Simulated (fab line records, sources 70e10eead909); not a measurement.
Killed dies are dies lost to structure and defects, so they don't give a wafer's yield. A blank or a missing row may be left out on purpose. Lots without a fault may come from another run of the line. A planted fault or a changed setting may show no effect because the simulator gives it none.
Which tool did it? | flow nand_harc | 11 lots, 33 wafers sampled, at 6 steps of a route of 1159

WHAT THE GAUGES READ, wafer by wafer
NHARC_P_BONDPAD_CD_MEAS_09: target cd 500 nm.
lot  | measured     | on        | cd_nm (nm)
L552 | day 6 09:31  | cd_sem-01 | 496.6 497.6 501.1
L553 | day 6 18:57  | cd_sem-01 | 495.4 497.5 498.3
L554 | day 6 19:13  | cd_sem-03 | 497.4 499.9 497.7
L555 | day 7 10:47  | cd_sem-02 | 501.1 497.9 499.4
L556 | day 7 11:13  | cd_sem-01 | 504.3 497.4 497.6
L561 | day 8 18:50  | cd_sem-03 | 497.1 497.4 501.0
L562 | day 9 00:09  | cd_sem-02 | 508.5 504.0 508.6
L563 | day 9 12:25  | cd_sem-03 | 507.8 510.9 507.4
L569 | day 10 21:58 | cd_sem-03 | 502.1 503.1 496.5
L572 | day 11 02:46 | cd_sem-01 | 498.0 506.2 495.7
L571 | day 11 12:10 | cd_sem-01 | 502.3 502.7 505.9

NHARC_END_SORT_01.
lot  | measured     | on        | defect_limited_yield (%) | killed_at_array | killed_at_other | killed_at_periphery | killed_dies | killed_open | killed_short | sort_bin_2_pct (%) | sort_bin_3_pct (%) | sort_bin_4_pct (%) | sort_n_pass | sort_rim_yield_pct (%) | sort_yield_pct (%)
L552 | day 19 17:14 | prober-02 | 94.8 94.7 93.6           | 33 30 38        | 0 1 0           | 2 5 5               | 35 36 43    | 3 3 5       | 1 0 2        | 1.9 2.4 1.5        | 0.30 0.15 0.89     | 3.0 2.8 4.0        | 642 641 634 | 97.2 94.3 93.4         | 94.8 94.7 93.6
L553 | day 20 02:32 | prober-02 | 95.4 93.9 94.5           | 26 35 35        | 0 1 1           | 5 5 1               | 31 41 37    | 3 4 3       | 0 5 2        | 1.2 1.6 1.9        | 0.44 0.30 0.30     | 3.0 4.1 3.2        | 646 636 640 | 99.1 93.4 97.2         | 95.4 93.9 94.5
L554 | day 19 10:23 | prober-01 | 97.5 97.6 97.6           | 10 13 13        | 1 2 1           | 6 1 2               | 17 16 16    | 4 3 3       | 1 0 4        | 1.0 0.9 0.9        | 0 0 0              | 1.5 1.5 1.5        | 660 661 661 | 97.2 98.1 99.1         | 97.5 97.6 97.6
L555 | day 23 21:30 | prober-02 | 96.2 96.9 96.5           | 19 19 21        | 1 0 0           | 6 2 3               | 26 21 24    | 4 3 6       | 6 2 3        | 0.7 0.9 1.6        | 0.15 0.30 0.30     | 3.0 1.9 1.6        | 651 656 653 | 99.1 100.0 99.1        | 96.2 96.9 96.5
L556 | day 23 19:52 | prober-01 | 96.8 96.9 97.5           | 18 19 14        | 2 1 2           | 2 1 1               | 22 21 17    | 3 0 0       | 1 1 2        | 1.2 0.7 0.4        | 0.30 0.15 0        | 1.8 2.2 2.1        | 655 656 660 | 97.2 100.0 99.1        | 96.8 96.9 97.5
L561 | day 24 19:25 | prober-01 | 96.5 95.7 95.9           | 19 22 23        | 1 1 2           | 4 6 3               | 24 29 28    | 2 6 2       | 1 1 5        | 0.9 1.6 1.0        | 0.15 0.15 0.59     | 2.5 2.5 2.5        | 653 648 649 | 96.2 97.2 99.1         | 96.5 95.7 95.9
L562 | day 24 19:15 | prober-02 | 91.6 94.4 92.0           | 51 35 41        | 1 1 4           | 5 2 9               | 57 38 54    | 6 1 7       | 6 1 3        | 4.3 0.9 2.5        | 0.30 0.44 0.44     | 3.8 4.3 5.0        | 620 639 623 | 95.3 99.1 94.3         | 91.6 94.4 92.0
L563 | day 25 04:38 | prober-02 | 93.8 93.1 92.0           | 41 41 47        | 0 1 3           | 1 5 4               | 42 47 54    | 1 5 5       | 4 2 2        | 1.8 2.1 1.3        | 0.89 0.30 0.15     | 3.5 4.6 6.5        | 635 630 623 | 95.3 95.3 95.3         | 93.8 93.1 92.0
L569 | day 25 20:18 | prober-01 | 91.3 90.1 91.6           | 54 64 54        | 1 0 0           | 4 3 3               | 59 67 57    | 3 2 3       | 5 3 2        | 3.0 2.5 2.2        | 0.59 1.03 0.30     | 5.2 6.4 5.9        | 618 610 620 | 97.2 90.6 98.1         | 91.3 90.1 91.6
L572 | day 26 02:29 | prober-01 | 96.6 96.6 97.0           | 23 21 19        | 0 0 0           | 0 2 1               | 23 23 20    | 5 5 5       | 2 5 0        | 0.7 1.2 0.7        | 0.30 0 0.15        | 2.4 2.2 2.1        | 654 654 657 | 96.2 99.1 96.2         | 96.6 96.6 97.0
L571 | day 27 04:17 | prober-01 | 94.8 96.8 95.3           | 32 21 30        | 0 1 2           | 3 0 0               | 35 22 32    | 5 4 2       | 3 1 4        | 2.1 0.3 1.3        | 0.30 0.15 0        | 2.8 2.8 3.4        | 642 655 645 | 95.3 93.4 96.2         | 94.8 96.8 95.3

WHICH TOOL RAN EACH LOT (tool, then ch and the chambers of the sampled wafers, then the start)
lot  | NHARC_P_M2_DEGAS_29          | NHARC_P_M2_PVD_20                       | NHARC_P_BONDPAD_EXPOSE_06         | NHARC_P_BONDPAD_ETCH_12
L552 | pvd_sputter-02, day 6 06:16  | pvd_sputter-02, day 6 09:22 or earlier  | krf_scanner-03 ch 0, day 6 09:22  | rie_diel-04 ch 1,2,3, day 19 17:14 or earlier
L553 | pvd_sputter-01, day 6 15:26  | pvd_sputter-01, day 6 18:49 or earlier  | krf_scanner-01 ch 0, day 6 18:49  | rie_diel-04 ch 0,2,3, day 20 02:32 or earlier
L554 | pvd_sputter-02, day 6 15:39  | pvd_sputter-02, day 6 19:04 or earlier  | krf_scanner-02 ch 0, day 6 19:04  | rie_diel-12 ch 1,3, day 19 10:23 or earlier
L555 | pvd_sputter-02, day 7 07:25  | pvd_sputter-02, day 7 10:38 or earlier  | krf_scanner-01 ch 0, day 7 10:38  | rie_diel-04 ch 2,3, day 23 21:30 or earlier
L556 | pvd_sputter-03, day 7 07:58  | pvd_sputter-03, day 7 11:03 or earlier  | krf_scanner-01 ch 0, day 7 11:03  | rie_diel-12 ch 1,3, day 23 19:52 or earlier
L561 | pvd_sputter-01, day 8 15:08  | pvd_sputter-01, day 8 18:40 or earlier  | krf_scanner-02 ch 0, day 8 18:40  | rie_diel-04 ch 0,2,3, day 24 19:25 or earlier
L562 | pvd_sputter-01, day 8 20:49  | pvd_sputter-01, day 9 00:00 or earlier  | krf_scanner-03 ch 0, day 9 00:00  | rie_diel-04 ch 0,1,3, day 24 19:15 or earlier
L563 | pvd_sputter-03, day 9 08:52  | pvd_sputter-03, day 9 12:16 or earlier  | krf_scanner-03 ch 0, day 9 12:16  | rie_diel-07 ch 0,2, day 25 04:38 or earlier
L569 | pvd_sputter-03, day 10 15:37 | pvd_sputter-03, day 10 21:49 or earlier | krf_scanner-02 ch 0, day 10 21:49 | rie_diel-04 ch 0,1,3, day 25 20:18 or earlier
L572 | pvd_sputter-02, day 10 23:25 | pvd_sputter-02, day 11 02:37 or earlier | krf_scanner-02 ch 0, day 11 02:37 | rie_diel-04 ch 1,3, day 26 02:29 or earlier
L571 | pvd_sputter-01, day 11 08:50 | pvd_sputter-01, day 11 12:01 or earlier | krf_scanner-01 ch 0, day 11 12:01 | rie_diel-04 ch 1,2, day 27 04:17 or earlier
- NHARC_P_M2_DEGAS_29: time 60 s.
- NHARC_P_M2_PVD_20: deposits TaN, target thk 5 nm, time 8.06 s.
- NHARC_P_BONDPAD_EXPOSE_06: exposes mask P BPAD.
- NHARC_P_BONDPAD_ETCH_12: etches the open film in CHF3/O2, target depth 200 nm, time 100 s.

WHAT THE TOOLS THEMSELVES READ (means of the sampled wafers that have a number; where no wafer has one, the mark that the record gives instead)
NHARC_P_M2_DEGAS_29.
lot  | tool           | heater_power_w (W)
L552 | pvd_sputter-02 | 307
L553 | pvd_sputter-01 | 342
L554 | pvd_sputter-02 | 314
L555 | pvd_sputter-02 | 287
L556 | pvd_sputter-03 | 356
L561 | pvd_sputter-01 | 336
L562 | pvd_sputter-01 | 324
L563 | pvd_sputter-03 | 320
L569 | pvd_sputter-03 | 330
L572 | pvd_sputter-02 | 333
L571 | pvd_sputter-01 | 337

NHARC_P_M2_PVD_20.
lot  | tool           | throttle_valve_pct (%)
L552 | pvd_sputter-02 | 30.1
L553 | pvd_sputter-01 | 29.4
L554 | pvd_sputter-02 | 30.1
L555 | pvd_sputter-02 | 29.9
L556 | pvd_sputter-03 | 30.0
L561 | pvd_sputter-01 | 31.1
L562 | pvd_sputter-01 | 30.1
L563 | pvd_sputter-03 | 29.8
L569 | pvd_sputter-03 | 30.4
L572 | pvd_sputter-02 | 30.8
L571 | pvd_sputter-01 | 31.1

NHARC_P_BONDPAD_EXPOSE_06.
lot  | tool           | exposure_dose_mJ_cm2
L552 | krf_scanner-03 | 37.05
L553 | krf_scanner-01 | 37.02
L554 | krf_scanner-02 | 37.03
L555 | krf_scanner-01 | 37.07
L556 | krf_scanner-01 | 37.08
L561 | krf_scanner-02 | 37.04
L562 | krf_scanner-03 | 49.04
L563 | krf_scanner-03 | 46.72
L569 | krf_scanner-02 | 37.01
L572 | krf_scanner-02 | 37.02
L571 | krf_scanner-01 | 37.10

NHARC_P_BONDPAD_ETCH_12.
lot  | tool        | drypump_motor_current_A (A) | oes_product_au (a.u.) | rf_vpp_V (V) | showerhead_plenum_p_Torr (Torr) | throttle_valve_pct (%)
L552 | rie_diel-04 | 5.6                         | 0.976                 | 371.4        | 2.45                            | 20.563
L553 | rie_diel-04 | 5.7                         | 0.973                 | 371.5        | 2.43                            | 20.573
L554 | rie_diel-12 | 5.9                         | 0.919                 | 372.7        | 2.49                            | 20.583
L555 | rie_diel-04 | 5.7                         | 0.928                 | 372.9        | 2.50                            | 20.569
L556 | rie_diel-12 | 5.9                         | 0.953                 | 373.1        | 2.49                            | 20.574
L561 | rie_diel-04 | 5.7                         | 0.939                 | 371.3        | 2.43                            | 20.573
L562 | rie_diel-04 | 5.6                         | 0.980                 | 369.1        | 2.37                            | 20.581
L563 | rie_diel-07 | 6.2                         | 0.933                 | 370.8        | 2.46                            | 20.571
L569 | rie_diel-04 | 5.6                         | 0.986                 | 370.1        | 2.37                            | 20.566
L572 | rie_diel-04 | 6.0                         | 0.928                 | 371.1        | 2.42                            | 20.578
L571 | rie_diel-04 | 5.1                         | 0.970                 | 370.7        | 2.42                            | 20.574

THE ANSWER, worked out from the rows above alone
Rule: what is usual is taken from the lots themselves. Put in order of their means at a reading, lots are off if they are a third of the lots or fewer, leave a main group of 4 or more, and stand apart from it by a gap of 3 or more times the standard deviation of the main group's means; of several such gaps the widest counts. A main group whose means are all the same, to the digits that the tables above print for the reading, isn't used. A lot without any number at a reading at which 4 lots or more have one is off too. The other lots that the step has rows for count as sound. The gauges are gone through in route order, then the tools' own readings, and for those a lot's mean is taken as printed above. The first step at which some lot is off is used, and at that step the reading that is off furthest; a lot without a number counts as furthest.
Off: L562, L563, at NHARC_P_BONDPAD_EXPOSE_06 (exposure_dose_mJ_cm2). The main group: mean 37.05, standard deviation 0.029.
A tool fits if, at that step or a process step before it, it ran every lot that is off, and no sound lot after the first of them. NHARC_P_M2_PVD_20 gives no start for some lots, so the hours and the order of its lots are those of NHARC_P_BONDPAD_EXPOSE_06. One fits: krf_scanner-03 at NHARC_P_BONDPAD_EXPOSE_06. Its last sound lot is L552 (day 6 09:22), its first lot that is off L562 (day 9 00:00): a fault that began between those two fits.
The tool's own readings at NHARC_P_BONDPAD_EXPOSE_06 bear it out: on the lots that are off they differ by more than 5 times the standard deviation of the sound lots' means. exposure_dose_mJ_cm2 reads 47.88 there against 37.05 on the sound lots.

WHAT THE SIMULATOR HAD PUT IN
Process parameter drift: krf_scanner-03, from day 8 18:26 on, at NHARC_P_BONDPAD_EXPOSE_06. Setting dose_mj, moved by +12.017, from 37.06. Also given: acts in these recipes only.
Lots struck among those shown: L562, L563. The rule above found the same.
